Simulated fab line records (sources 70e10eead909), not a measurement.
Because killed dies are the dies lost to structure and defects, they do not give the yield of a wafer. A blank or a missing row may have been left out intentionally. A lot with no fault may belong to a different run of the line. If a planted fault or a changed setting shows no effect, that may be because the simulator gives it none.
Matching of chambers | flow nand harc | 4 sister chambers for NHARC_A_CHANNEL_FILL_D1_ALD_25 on ald hk-02
The step deposits SiOx, target thk 60 nm, pulse time 10 s, ald cycles 600. 8 wafers are shown with their chamber, then 12 later ones without.

WAFERS, EACH WITH ITS CHAMBER
wafer  | chamber | heater power outer w (W) | heater power w (W)
L075.6 | 0       | 316                      | 556
L077.3 | 0       | 319                      | 544
L086.3 | 1       | 279                      | 496
L087.4 | 2       | 186                      | 374
L087.6 | 3       | 276                      | 493
L088.2 | 3       | 281                      | 480
L088.1 | 1       | 280                      | 504
L088.5 | 2       | 187                      | 384

WAFERS WITHOUT THEIR CHAMBER
wafer  | heater power outer w (W) | heater power w (W)
L090.1 | 267                      | 499
L090.4 | 278                      | 486
L090.5 | 276                      | 505
L091.1 | 273                      | 505
L091.4 | 331                      | 554
L091.5 | 334                      | 567
L096.3 | 276                      | 482
L096.4 | 334                      | 562
L096.5 | 280                      | 490
L097.3 | 334                      | 561
L097.4 | 266                      | 500
L097.6 | 281                      | 483

THE CHAMBER EACH PASSED THROUGH
wafer  | from the rows above     | in truth
L090.1 | can't be placed: 3 or 1 | 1
L090.4 | can't be placed: 3 or 1 | 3
L090.5 | can't be placed: 1 or 3 | 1
L091.1 | can't be placed: 1 or 3 | 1
L091.4 | 0                       | 0
L091.5 | 0                       | 0
L096.3 | can't be placed: 3 or 1 | 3
L096.4 | 0                       | 0
L096.5 | can't be placed: 3 or 1 | 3
L097.3 | 0                       | 0
L097.4 | can't be placed: 3 or 1 | 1
L097.6 | can't be placed: 3 or 1 | 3
Correct placement for 4 of the 12. These rows do not allow placing 8 (true chamber among the candidates in 8). 0 placed wrongly.
How it was worked out, from the rows above alone: a wafer's distance from a chamber is the root of the sum, over the readings, of the square of ((its reading less the chamber's mean) divided by the reading's scatter). The wafer belongs to the nearest chamber; if the next one is less than 2 further off, it can't be placed. For every chamber, the mean is computed from those of its wafers that are shown. The scatter: take each reading less its chamber's mean, square it, sum over the shown wafers, divide by the number of wafers less the number of chambers, and take the root.
